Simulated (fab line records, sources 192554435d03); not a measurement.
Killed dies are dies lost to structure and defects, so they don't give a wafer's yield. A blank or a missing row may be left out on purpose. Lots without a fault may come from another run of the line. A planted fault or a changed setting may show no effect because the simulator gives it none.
Chamber matching | flow n5_finfet | N5_BEOL_M11_STRIP_67 on rie_diel-06: 4 sister chambers
The step strips in CF4. 18 wafers are shown with their chamber, then 9 later ones without.

WAFERS WITH THEIR CHAMBER
wafer  | chamber | throttle_valve_pct (%) | showerhead_plenum_p_Torr (Torr) | oes_product_au (a.u.)
L075.2 | 2       | 13.65                  | 1.73                            | 0.73
L075.3 | 1       | 13.67                  | 1.73                            | 0.76
L075.6 | 1       | 13.66                  | 1.73                            | 0.77
L076.2 | 1       | 13.70                  | 1.73                            | 0.76
L076.4 | 3       | 13.62                  | 1.69                            | 0.67
L076.6 | 0       | 13.91                  | 1.79                            | 0.72
L081.3 | 1       | 13.71                  | 1.73                            | 0.75
L081.4 | 0       | 13.93                  | 1.78                            | 0.72
L081.6 | 2       | 13.67                  | 1.72                            | 0.72
L082.1 | 2       | 13.68                  | 1.72                            | 0.72
L082.5 | 1       | 13.72                  | 1.73                            | 0.74
L082.6 | 2       | 13.68                  | 1.72                            | 0.72
L084.1 | 0       | 13.94                  | 1.78                            | 0.71
L084.5 | 0       | 13.95                  | 1.78                            | 0.72
L084.6 | 3       | 13.07                  | 1.90                            | 0.97
L086.1 | 2       | 13.72                  | 1.72                            | 0.71
L086.5 | 1       | 13.73                  | 1.72                            | 0.74
L086.6 | 0       | 13.93                  | 1.78                            | 0.71

SIGNATURES (means of the wafers above)
reading                  | chamber 0 | chamber 1 | chamber 2 | chamber 3 | scatter within a chamber
throttle_valve_pct       | 13.9320   | 13.6983   | 13.6800   | 13.3450   | 0.106
showerhead_plenum_p_Torr | 1.7820    | 1.7283    | 1.7220    | 1.7950    | 0.0399
oes_product_au           | 0.7160    | 0.7533    | 0.7200    | 0.8200    | 0.0574
Rule: a wafer's distance from a chamber is the root of the sum, over the readings, of the square of ((its reading less the chamber's mean) divided by the reading's scatter). The wafer belongs to the nearest chamber; if the next one is less than 2 further off, it can't be placed. The scatter: the root of (the sum of the squares of (reading less its chamber's mean) over the shown wafers, divided by (wafers less chambers)).

WAFERS WITHOUT THEIR CHAMBER
wafer  | throttle_valve_pct (%) | showerhead_plenum_p_Torr (Torr) | oes_product_au (a.u.)
L088.1 | 13.74                  | 1.72                            | 0.74
L088.3 | 13.72                  | 1.72                            | 0.71
L088.5 | 13.09                  | 1.90                            | 0.94
L090.2 | 13.10                  | 1.90                            | 0.92
L090.3 | 13.73                  | 1.72                            | 0.71
L090.4 | 13.99                  | 1.78                            | 0.70
L093.1 | 13.98                  | 1.78                            | 0.70
L093.2 | 13.73                  | 1.72                            | 0.71
L093.5 | 13.98                  | 1.78                            | 0.70

WHICH CHAMBER EACH WENT THROUGH
wafer  | from the rows above          | in truth
L088.1 | can't be placed: 1 or 2 or 0 | 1
L088.3 | can't be placed: 2 or 1      | 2
L088.5 | 3                            | 3
L090.2 | 3                            | 3
L090.3 | can't be placed: 2 or 1 or 0 | 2
L090.4 | 0                            | 0
L093.1 | 0                            | 0
L093.2 | can't be placed: 2 or 1 or 0 | 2
L093.5 | 0                            | 0
Placed correctly: 5 of 9. Can't be placed from these rows: 4 (the true chamber is among the candidates in 4). Placed wrongly: 0.
